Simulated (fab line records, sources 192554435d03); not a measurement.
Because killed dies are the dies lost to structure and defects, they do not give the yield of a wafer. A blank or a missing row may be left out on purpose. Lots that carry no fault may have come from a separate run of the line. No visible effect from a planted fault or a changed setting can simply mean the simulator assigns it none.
fab line records	flow n5Finfet
[record] lots = 6	wafers = 18	lastDay = 18
route steps=1938 shown BEOL_M15@1800 PASSIVATION@1936
lots untouched by any fault: they come from a run of this same line in which no faults occurred
startH: hours from the record's opening day to when the first of the lot's shown wafers began	waitH: hours from the lot's prior step to this one	" as in the row above	L1.1+2: a row that stands for several wafers	- value missing, or start not given	* or withheld: withheld	< > ~ a bound
route shown NAME@n: names a module that has steps shown in the file, with the first one's number in the route	usual: the fault-free wafers' mean and standard deviation	same: alike in all rows	chamber/n: place in a boat	sites: the reading at each site	_std_site: standard deviation across them	_edge_site: outer sites' mean less inner sites'	radiusMm: for every site, how far away it sits from the centre of the wafer	mask NAME#n: copy n	behind: the tool/chamber that last shaped the wafer	hold: what put the lot on hold/how long, in hours/how the hold closed	device: the transistor (n, p or np) that didn't switch	end of line: tests run on the same wafers once the route is complete	a step given without rows: its recipe and nothing more	killed: dies that structure and defects cost at the first sort, which is not the same as the wafer's yield	map: dies across one wafer; x = killed, . = not, _ = none there
set.NAME: the setting that was run; set.NAME@STEP: the one run at that earlier step	model.NAME: the simulator's own value behind a step, which no gauge read
lots seen at some steps along the route; tables by step, rows by wafer
services: from which hour (startH, from the record's first day; less than 0 if before it) a tool's chamber was out of use, for how many hours, and why
[[steps]]
[step N5_BEOL_M15_EXPOSE_25]
[recipe] maskId = M15	na = 0.8	sourceShape = annular	sigmaInner = 0.5	sigmaOuter = 0.8	polarization = unpolarized	targetCdNm = 400	doseMj = 35.5
[step N5_BEOL_M15_PEB_26]
[recipe] pebTempC = 130	pebTimeS = 90
[step N5_BEOL_M15_DEVELOP_27]
[recipe] developTimeS = 45	rinseLiquid = diw	dry = airSpin	devTempC = 21
[step N5_BEOL_M15_HARDBAKE_32]
[recipe] tempC = 130	timeS = 120
[step N5_BEOL_M15_CD_MEAS_28]
[recipe] targetCdNm = 407.6	landingEnergyEv = 500	detector = seInlens
[usual] cdNm = 406.8/2.5
lot.wafer	tool	chamber	startH	waitH	cdNm
L437.3	cdSem-01	0	293.22	-	407.4
L437.4	"	0	"	"	409.4
L437.6	"	0	"	"	410.9
L441.3	cdSem-02	0	328.59	-	407.4
L441.4	"	0	"	"	409.9
L441.6	"	0	"	"	403.2
L449.2	cdSem-01	0	373.01	-	406.6
L449.3	"	0	"	"	406.1
L449.5	"	0	"	"	406.1
L450.1	cdSem-01	0	387.74	-	407.3
L450.3	"	0	"	"	407.4
L450.6	"	0	"	"	406.2
L451.1	cdSem-02	0	393.21	-	412.1
L451.2	"	0	"	"	409.7
L451.4	"	0	"	"	409.9
L453.2	cdSem-01	0	416.50	-	405.7
L453.3	"	0	"	"	403.8
L453.4	"	0	"	"	407.6
[step N5_BEOL_M15_OVL_MEAS_29]
[recipe] pointsPerWafer = 44
[usual] M15_OVL = 3/6
lot.wafer	tool	chamber	startH	waitH	M15_OVL[nm]
L437.3	overlay-02	0	293.25	0.0	3
L437.4	"	0	"	"	0
L437.6	"	0	"	"	5
L441.3	overlay-01	0	328.62	0.0	11
L441.4	"	0	"	"	-3
L441.6	"	0	"	"	1
L449.2	overlay-02	0	373.04	0.0	-3
L449.3	"	0	"	"	3
L449.5	"	0	"	"	2
L450.1	overlay-01	0	387.77	0.0	-2
L450.3	"	0	"	"	-2
L450.6	"	0	"	"	-3
L451.1	overlay-01	0	393.24	0.0	9
L451.2	"	0	"	"	5
L451.4	"	0	"	"	6
L453.2	overlay-02	0	416.53	0.0	-1
L453.3	"	0	"	"	1
L453.4	"	0	"	"	-5
[step N5_BEOL_M15_INSPECT_30]
[recipe] mode = adi	inspectInstrument = macro
[usual] rawDefectCount = 2.0/1.4
lot.wafer	tool	chamber	startH	waitH	rawDefectCount
L437.3	defectInspect-02	-	293.27	0.0	1
L437.4	"	-	"	"	2
L437.6	"	-	"	"	2
L441.3	defectInspect-02	-	328.64	0.0	3
L441.4	"	-	"	"	0
L441.6	"	-	"	"	2
L449.2	defectInspect-01	-	373.06	0.0	2
L449.3	"	-	"	"	4
L449.5	"	-	"	"	1
L450.1	defectInspect-01	-	387.80	0.0	0
L450.3	"	-	"	"	1
L450.6	"	-	"	"	4
L451.1	defectInspect-01	-	393.27	0.0	0
L451.2	"	-	"	"	2
L451.4	"	-	"	"	4
L453.2	defectInspect-02	-	416.55	0.0	2
L453.3	"	-	"	"	3
L453.4	"	-	"	"	4
[step N5_BEOL_M15_DESCUM_33]
[recipe] chemistry = O2	timeS = 7.9	sourcePowerW = 50	biasPowerW = 20	pressureMtorr = 20	rfFrequencyHz = 2.712e+07	tempC = 40	o2FlowSccm = 225
[usual] drypumpMotorCurrentA = 5.7/0.44	oesProductAu = 0.81/0.1	rfVppV = 243.1/1.6	showerheadPlenumPTorr = 2.10/0.081	throttleValvePct = 20.46/0.25
lot.wafer	tool	chamber	startH	waitH	drypumpMotorCurrentA	oesProductAu	rfHoursCounterH	rfVppV	showerheadPlenumPTorr	throttleValvePct
L437.3	rieDiel-02	0	293.30	0.0	5.2	0.81	65	240.8	2.06	20.61
L437.4	"	2	"	"	5.5	0.70	249	240.8	1.98	20.53
L437.6	"	2	"	"	5.6	0.70	-	242.0	1.98	20.54
L441.3	rieDiel-01	2	328.71	0.1	5.7	0.93	17	240.9	2.07	20.67
L441.4	"	3	"	"	6.6	0.70	-	243.8	2.17	20.76
L441.6	"	0	"	"	5.6	0.82	-	244.8	2.10	20.09
L449.2	rieDiel-02	2	373.10	0.0	5.6	0.93	11	244.4	2.24	20.11
L449.3	"	1	"	"	6.2	0.69	247	242.2	2.04	20.29
L449.5	"	2	"	"	5.6	0.94	-	244.1	2.24	20.12
L450.1	rieDiel-02	2	387.85	0.1	5.6	0.91	17	245.7	2.24	20.11
L450.3	"	3	"	"	5.5	0.81	106	244.4	2.23	20.47
L450.6	"	0	"	"	5.3	0.78	-	240.8	2.05	20.67
L451.1	rieDiel-01	2	393.39	0.1	5.7	0.90	39	240.1	2.07	20.70
L451.2	"	0	"	"	5.6	0.79	98	243.2	2.09	20.12
L451.4	"	3	"	"	6.6	0.69	-	245.7	2.16	20.80
L453.2	rieDiel-03	0	416.59	0.0	5.7	0.92	39	243.2	2.12	20.40
L453.3	"	0	"	"	5.6	0.92	-	244.4	2.12	20.41
L453.4	"	3	"	"	5.0	0.95	-	242.6	2.05	20.33
[step N5_BEOL_M15_ETCH_61]
[recipe] chemistry = N2/H2	target = BARC	targetDepthA = 890	overetchA = 267	timeS = 67.9	ionEnergyEv = 200	pressureMtorr = 30	sourceW = 840	biasW = 150	n2FlowSccm = 200	h2FlowSccm = 200
[usual] drypumpMotorCurrentA = 5.7/0.44	h2FlowSccm = 200.0/0.56	oesProductAu = 0.69/0.083	rfVppV = 523.9/2.9	showerheadPlenumPTorr = 2.54/0.089	throttleValvePct = 17.84/0.28
lot.wafer	tool	chamber	startH	waitH	drypumpMotorCurrentA	h2FlowSccm	oesProductAu	rfHoursCounterH	rfVppV	showerheadPlenumPTorr	throttleValvePct
L437.3	rieDiel-02	0	293.34	0.0	5.3	200.9	0.70	65	521.2	2.47	17.81
L437.4	"	2	"	"	5.6	200.2	0.60	249	520.7	2.40	17.92
L437.6	"	2	"	"	5.6	199.7	0.60	-	520.2	2.39	17.93
L441.3	rieDiel-01	2	328.75	0.0	5.7	200.8	0.80	17	524.2	2.47	17.80
L441.4	"	3	"	"	6.6	200.7	0.59	-	524.9	2.63	18.29
L441.6	"	0	"	"	5.6	200.3	0.70	-	524.0	2.56	17.55
L449.2	rieDiel-02	2	373.13	0.0	5.6	200.3	0.79	11	530.7	2.71	17.47
L449.3	"	1	"	"	6.2	199.4	0.59	247	522.6	2.51	17.99
L449.5	"	2	"	"	5.6	199.3	0.79	-	527.9	2.71	17.46
L450.1	rieDiel-02	2	387.89	0.0	5.6	199.4	0.77	17	528.7	2.71	17.50
L450.3	"	3	"	"	5.5	199.5	0.70	106	527.0	2.63	17.58
L450.6	"	0	"	"	5.3	201.1	0.67	-	520.9	2.46	17.88
L451.1	rieDiel-01	2	393.43	0.0	5.7	199.5	0.77	39	522.4	2.46	17.83
L451.2	"	0	"	"	5.6	200.0	0.68	98	524.3	2.55	17.60
L451.4	"	3	"	"	6.6	199.6	0.58	-	526.1	2.62	18.32
L453.2	rieDiel-03	0	416.64	0.0	5.7	199.7	0.77	39	525.2	2.59	17.88
L453.3	"	0	"	"	5.7	199.9	0.77	-	523.9	2.59	17.89
L453.4	"	3	"	"	5.1	199.8	0.80	-	522.5	2.51	17.83
[step N5_BEOL_M15_TRENCH_ETCH_34]
[recipe] chemistry = C4F8/O2/Ar	target = SiO2	targetDepthA = 8729.3	heInnerTorr = 15	heOuterTorr = 30	timeS = 199	ionEnergyEv = 800	pressureMtorr = 20	sourceW = 1905	biasW = 2040	Ar_flow_sccm = 400	C4F8_flow_sccm = 16	O2_flow_sccm = 12
[usual] C4F8_flow_sccm = 16.00/0.049	drypumpMotorCurrentA = 5.7/0.45	oesProductAu = 0.81/0.1	rfVppV = 2223/65	showerheadPlenumPTorr = 3.44/0.13	throttleValvePct = 30.91/0.28
lot.wafer	tool	chamber	startH	waitH	C4F8_flow_sccm	drypumpMotorCurrentA	oesProductAu	rfHoursCounterH	rfVppV	showerheadPlenumPTorr	throttleValvePct
L437.3	rieDiel-02	0	293.39	0.0	16.03	5.3	0.80	65	2246	3.35	31.06
L437.4	"	2	"	"	16.02	5.6	0.70	249	2254	3.22	30.61
L437.6	"	2	"	"	16.01	5.6	0.70	-	2254	3.22	30.60
L441.3	rieDiel-01	2	328.80	0.0	15.96	5.7	0.95	17	2323	3.36	30.99
L441.4	"	3	"	"	15.97	6.6	0.70	-	2372	3.55	31.20
L441.6	"	0	"	"	16.07	5.6	0.82	-	2226	3.46	30.51
L449.2	rieDiel-02	2	373.18	0.0	16.02	5.6	0.93	11	2292	3.61	30.25
L449.3	"	1	"	"	16.08	6.2	0.69	247	2214	3.42	31.01
L449.5	"	2	"	"	16.05	5.6	0.93	-	2292	3.61	30.23
L450.1	rieDiel-02	2	387.94	0.0	16.07	5.6	0.91	17	2294	3.61	30.24
L450.3	"	3	"	"	16.02	5.5	0.80	106	2166	3.63	31.01
L450.6	"	0	"	"	15.96	5.3	0.76	-	2243	3.34	31.09
L451.1	rieDiel-01	2	393.48	0.0	16.01	5.7	0.91	39	2322	3.35	31.02
L451.2	"	0	"	"	15.90	5.5	0.79	98	2224	3.45	30.53
L451.4	"	3	"	"	15.99	6.6	0.69	-	2371	3.54	31.24
L453.2	rieDiel-03	0	416.72	0.1	15.95	5.6	0.92	39	2170	3.53	31.20
L453.3	"	0	"	"	16.09	5.6	0.93	-	2171	3.53	31.20
L453.4	"	3	"	"	16.07	5.0	0.94	-	2214	3.33	30.48
[step N5_BEOL_M15_STRIP_36]
[recipe] chemistry = O2	powerW = 600	tempC = 60	pressureMtorr = 30	rfFrequencyHz = 6e+07	biasPowerW = 0	overashFraction = 0.3	o2FlowSccm = 225
[usual] chamberPressureMTorr = 29.99/0.053	drypumpMotorCurrentA = 5.6/0.43	oesProductAu = 0.84/0.11	rfVppV = 3.7/0.91	showerheadPlenumPTorr = 2.11/0.076	throttleValvePct = 16.68/0.23
[same] biasPowerW = 0
lot.wafer	tool	chamber	startH	waitH	chamberPressureMTorr	drypumpMotorCurrentA	oesProductAu	rfHoursCounterH	rfVppV	showerheadPlenumPTorr	throttleValvePct
L437.3	rieDiel-03	1	294.69	1.1	30.08	5.7	0.72	219	5.4	2.01	17.07
L437.4	"	2	"	"	29.94	5.3	0.98	9	5.4	2.14	16.45
L437.6	"	1	"	"	30.03	5.7	0.71	-	5.1	2.01	17.06
L441.3	rieDiel-02	1	329.78	0.8	29.96	6.2	0.71	236	4.8	2.05	16.62
L441.4	"	0	"	"	30.09	5.2	0.79	-	3.7	2.06	16.74
L441.6	"	1	"	"	30.00	6.2	0.69	-	3.9	2.05	16.62
L449.2	rieDiel-03	1	377.33	4.0	29.94	5.7	0.70	243	3.3	2.00	17.13
L449.3	"	3	"	"	30.06	5.1	1.01	0	3.5	2.06	16.52
L449.5	"	2	"	"	29.98	5.3	0.92	-	3.7	2.13	16.51
L450.1	rieDiel-02	2	388.57	0.4	29.98	5.6	0.91	17	4.5	2.24	16.35
L450.3	"	3	"	"	29.96	5.5	0.81	106	4.0	2.23	16.69
L450.6	"	3	"	"	29.99	5.5	0.82	-	3.1	2.23	16.65
L451.1	rieDiel-03	3	394.13	0.5	30.03	5.1	0.98	5	3.2	2.06	16.55
L451.2	"	1	"	"	30.00	5.7	0.70	248	3.9	2.00	17.13
L451.4	"	0	"	"	30.04	5.6	0.92	31	2.4	2.13	16.65
L453.2	rieDiel-03	1	418.24	1.3	30.00	5.7	1.02	0	2.3	2.26	16.62
L453.3	"	0	"	"	29.99	5.7	0.92	39	2.7	2.13	16.67
L453.4	"	0	"	"	30.02	5.6	0.94	-	5.4	2.12	16.71
[step N5_BEOL_M15_STRIP_62]
[recipe] chemistry = O2	powerW = 600	tempC = 60	pressureMtorr = 30	rfFrequencyHz = 6e+07	biasPowerW = 0	overashFraction = 0.3	o2FlowSccm = 225
[usual] biasPowerW = 0/0	chamberPressureMTorr = 30.000/0.025	drypumpMotorCurrentA = 5.6/0.43	oesProductAu = 0.83/0.11	rfVppV = 3.6/0.51	showerheadPlenumPTorr = 2.11/0.076	throttleValvePct = 16.68/0.23
lot.wafer	tool	chamber	startH	waitH	biasPowerW	chamberPressureMTorr	drypumpMotorCurrentA	oesProductAu	rfHoursCounterH	rfVppV	showerheadPlenumPTorr	throttleValvePct	model.BARC_of_BEOL_M15_COAT_60.thkNm
L437.3	rieDiel-03	1	294.73	-	0	30.007	5.7	0.72	219	3.7	2.01	17.10	0
L437.4	"	2	"	"	0	29.972	5.3	0.96	9	3.4	2.14	16.46	0
L437.6	"	1	"	"	0	30.013	5.7	0.72	-	3.0	2.01	17.06	0
L441.3	rieDiel-02	1	329.82	-	0	30.025	6.2	0.70	236	3.5	2.05	16.61	0
L441.4	"	0	"	"	0	29.983	5.3	0.80	-	4.1	2.06	16.75	0
L441.6	"	1	"	"	0	29.983	6.2	0.70	-	3.2	2.05	16.62	0
L449.2	rieDiel-03	1	377.37	-	-	-	-	-	-	-	-	-	88.8
L449.3	"	3	"	"	-	-	-	-	-	-	-	-	89
L449.5	"	2	"	"	-	-	-	-	-	-	-	-	88.8
L450.1	rieDiel-02	2	388.61	-	-	-	-	-	-	-	-	-	89
L450.3	"	3	"	"	-	-	-	-	-	-	-	-	89.2
L450.6	"	3	"	"	-	-	-	-	-	-	-	-	89.4
L451.1	rieDiel-03	3	394.17	-	0	29.995	5.0	0.98	5	4.2	2.06	16.54	0
L451.2	"	1	"	"	0	29.958	5.7	0.69	248	3.0	2.00	17.13	0
L451.4	"	0	"	"	0	30.004	5.6	0.93	31	4.2	2.13	16.66	0
L453.2	rieDiel-03	1	418.28	-	0	30.010	5.7	1.03	0	4.3	2.27	16.61	0
L453.3	"	0	"	"	0	29.999	5.6	0.93	39	3.7	2.12	16.67	0
L453.4	"	0	"	"	0	30.006	5.6	0.93	-	4.3	2.12	16.66	0
[step N5_BEOL_M15_STRIP_37]
[recipe] chemistry = O2	powerW = 600	tempC = 60	pressureMtorr = 30	rfFrequencyHz = 6e+07	biasPowerW = 0	overashFraction = 0.3	o2FlowSccm = 225
[usual] chamberPressureMTorr = 30.00/0.038	drypumpMotorCurrentA = 5.6/0.43	oesProductAu = 0.83/0.11	rfVppV = 3.7/0.61	showerheadPlenumPTorr = 2.11/0.076	throttleValvePct = 16.68/0.23
[same] biasPowerW = 0
lot.wafer	tool	chamber	startH	waitH	chamberPressureMTorr	drypumpMotorCurrentA	oesProductAu	rfHoursCounterH	rfVppV	showerheadPlenumPTorr	throttleValvePct
L437.3	rieDiel-03	1	-	-	30.02	5.7	0.73	220	3.2	2.01	17.09
L437.4	"	2	"	"	29.97	5.3	0.98	9	2.7	2.14	16.45
L437.6	"	1	"	"	29.93	5.7	0.73	-	4.1	2.01	17.09
L441.3	rieDiel-02	1	-	-	30.01	6.2	0.70	236	4.6	2.05	16.63
L441.4	"	0	"	"	29.98	5.3	0.79	-	4.0	2.06	16.76
L441.6	"	1	"	"	30.01	6.2	0.71	-	4.2	2.05	16.64
L449.2	rieDiel-03	1	-	-	29.96	5.7	0.70	244	3.3	2.00	17.13
L449.3	"	3	"	"	29.92	5.1	1.02	0	3.9	2.06	16.52
L449.5	"	2	"	"	30.13	5.3	0.91	-	2.7	2.13	16.50
L450.1	rieDiel-02	2	-	-	29.97	5.6	0.93	18	5.1	2.25	16.37
L450.3	"	3	"	"	29.98	5.5	0.81	106	4.4	2.23	16.68
L450.6	"	3	"	"	30.01	5.5	0.81	-	3.9	2.23	16.67
L451.1	rieDiel-03	3	-	-	30.00	5.0	0.98	5	4.6	2.06	16.54
L451.2	"	1	"	"	30.02	5.7	0.69	248	3.3	2.00	17.14
L451.4	"	0	"	"	29.99	5.7	0.93	31	4.3	2.13	16.66
L453.2	rieDiel-03	1	-	-	30.02	5.7	1.04	0	4.1	2.27	16.62
L453.3	"	0	"	"	29.94	5.6	0.92	39	4.4	2.12	16.66
L453.4	"	0	"	"	30.07	5.6	0.92	-	3.9	2.12	16.65
[step N5_PASSIVATION_PROBE_49]
[usual] defectLimitedYield = 91.1/1.5	killed_at_M0_to_M3 = 37/11	killed_at_M4_up = 13/5.6	killedAtContacts = 12/5.6	killedAtFrontEnd = 39/11	killedAtOther = 4/3.1	killedDies = 105/18	killedOnRim = 14/3.8	killedOpen = 69/13	killedShort = 35/7.4	sort_bin_5_function = 5.1/0.92	sort_bin_6_memory = 3.4/0.76	sort_bin_8_speed = 0.02/0.11	sortNPass = 1075/18	sortYieldPct = 91.1/1.5
[same] grossDies = 1180	killedAtBackSide = 0	sort_bin_4_leakage[%] = 0
lot.wafer	tool	chamber	startH	waitH	defectLimitedYield[%]	killed_at_M0_to_M3	killed_at_M4_up	killedAtContacts	killedAtFrontEnd	killedAtOther	killedDies	killedOnRim	killedOpen	killedShort	sort_bin_5_function[%]	sort_bin_6_memory[%]	sort_bin_8_speed[%]	sortNPass	sortYieldPct[%]
L450.1	prober-02	-	406.88	0.0	89.7	53	30	10	23	6	122	21	84	36	4.7	5.4	0	1058	89.7
L450.3	prober-02	-	406.98	0.1	91.9	39	26	11	16	3	95	7	58	34	4.9	2.7	0	1085	91.9
L450.6	prober-02	-	407.13	0.3	92.6	36	20	3	23	5	87	13	63	23	3.7	3.4	0	1093	92.6
// killed by level:class
L450.1 BEOL_M4:geometricParticle:open=18 BEOL_M3:geometricParticle:open=10 MOL_CONTACT_COAG:geometricParticle:open=9 BEOL_M0_SAQP:geometricParticle:short=9 BEOL_M2:geometricParticle:open=9 BEOL_M0_SAQP:geometricParticle:open=8 BEOL_M0:geometricParticle:open=5 BEOL_M1:geometricParticle:open=5
L450.3 BEOL_M4:geometricParticle:open=18 BEOL_M1:geometricParticle:open=11 FIN_SAQP:geometricParticle:short=7 MOL_CONTACT_COAG:geometricParticle:open=7 BEOL_M2:geometricParticle:open=7 BEOL_M0_SAQP:geometricParticle:short=6 BEOL_M0_SAQP:geometricParticle:open=4 BEOL_M3:geometricParticle:open=4
L450.6 BEOL_M1:geometricParticle:open=11 BEOL_M4:geometricParticle:open=10 BEOL_M0_SAQP:geometricParticle:open=7 STI_FIN_REVEAL:geometricParticle:open=5 BEOL_M0_SAQP:geometricParticle:short=5 BEOL_M3:geometricParticle:open=4 STARTING-WAFER:geometricParticle:open=4 DUMMY_GATE:geometricParticle:open=3
[[services]]
tool	chamber	startH	hours	kind
rieDiel-03	0	270.19	-	clean
rieDiel-03	0	270.19	-	consumableReplace:focusRing
rieDiel-03	0	270.19	14.2	scheduledDown
rieDiel-03	0	270.19	14.2	ventCycle
rieDiel-02	2	301.04	12.7	repair
rieDiel-02	2	313.75	-	clean
rieDiel-02	2	313.75	-	consumableReplace:focusRing
rieDiel-02	2	313.75	-	consumableReplace:showerhead
rieDiel-02	2	313.75	21.5	scheduledDown
rieDiel-02	2	313.75	21.5	ventCycle
rieDiel-01	1	326.94	2.6	repair
rieDiel-02	1	334.58	3.1	repair
rieDiel-03	3	354.99	-	clean
rieDiel-03	3	354.99	-	consumableReplace:esc
rieDiel-03	3	354.99	-	consumableReplace:focusRing
rieDiel-03	3	354.99	22.3	scheduledDown
rieDiel-03	3	354.99	22.3	ventCycle
rieDiel-02	3	379.35	6.9	repair
rieDiel-01	-	381.04	0.8	repair
rieDiel-02	1	386.25	-	clean
rieDiel-02	1	386.25	-	consumableReplace:focusRing
rieDiel-02	1	386.25	19.4	scheduledDown
rieDiel-01	1	387.40	9.6	repair
rieDiel-03	2	414.03	17.4	repair
[[key]]
[firstSign] step = N5_BEOL_M15_STRIP_62	reading = toolRecord	direction = missing
effect none on later readings
[modelEffect] step = N5_BEOL_M15_STRIP_62	value = BARC_of_BEOL_M15_COAT_60.thkNm	without = 0	struck = 89.03
metAt N5_BEOL_M15_STRIP_62
struckWafers L449.2,L449.3,L449.5,L450.1,L450.3,L450.6
onsetBetween 329.82 377.37
[fault] kind = skippedStepWhole	tool = rieDiel-02,rieDiel-03	chamber = -	onsetH = 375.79	steps = N5_BEOL_M15_STRIP_62	scope = struckLotsOnly
